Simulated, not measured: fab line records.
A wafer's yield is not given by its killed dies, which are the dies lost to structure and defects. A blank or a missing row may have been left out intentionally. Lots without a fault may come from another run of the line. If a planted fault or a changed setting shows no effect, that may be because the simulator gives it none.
Chamber matching | flow n5 finfet | N5_BEOL_M4_STRIP_36 on rie diel-06: 4 sister chambers
The step strips in N2/H2. 4 wafers are shown with their chamber, then 10 later ones without.

## WAFERS WITH THEIR CHAMBER
wafer  | chamber | showerhead plenum p Torr (Torr)
L080.2 | 1       | 2.46
L085.6 | 2       | 2.68
L091.3 | 3       | 2.59
L091.4 | 0       | 2.69

## WAFERS WITH NO CHAMBER GIVEN
wafer  | showerhead plenum p Torr (Torr)
L091.6 | 2.67
L092.4 | 2.67
L092.5 | 2.45
L092.6 | 2.67
L095.1 | 2.58
L095.2 | 2.68
L095.3 | 2.66
L095.4 | 2.45
L095.5 | 2.45
L095.6 | 2.66

## WHICH CHAMBER EACH ONE RAN IN
wafer  | from the rows above     | in truth
L091.6 | can't be placed: 2 or 0 | 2
L092.4 | can't be placed: 2 or 0 | 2
L092.5 | 1                       | 1
L092.6 | can't be placed: 2 or 0 | 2
L095.1 | 3                       | 3
L095.2 | can't be placed: 2 or 0 | 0
L095.3 | can't be placed: 2 or 0 | 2
L095.4 | 1                       | 1
L095.5 | 1                       | 1
L095.6 | can't be placed: 2 or 0 | 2
Correctly placed: 4 of 10. Can't be placed from these rows: 6 (the true chamber is among the candidates in 6). 0 placed wrongly.
How it was worked out, from the rows above alone: a wafer's distance from a chamber is the root of the sum, over the readings, of the square of ((its reading less the chamber's mean) divided by the reading's scatter). If the next closest chamber is less than 2 further off than the closest, the wafer can't be placed; otherwise it belongs to the closest. For every chamber, the mean is computed from those of its wafers that are shown. The scatter: with one shown wafer a chamber, the root of the mean of the squares of how far each hidden wafer lies from its nearest shown one.
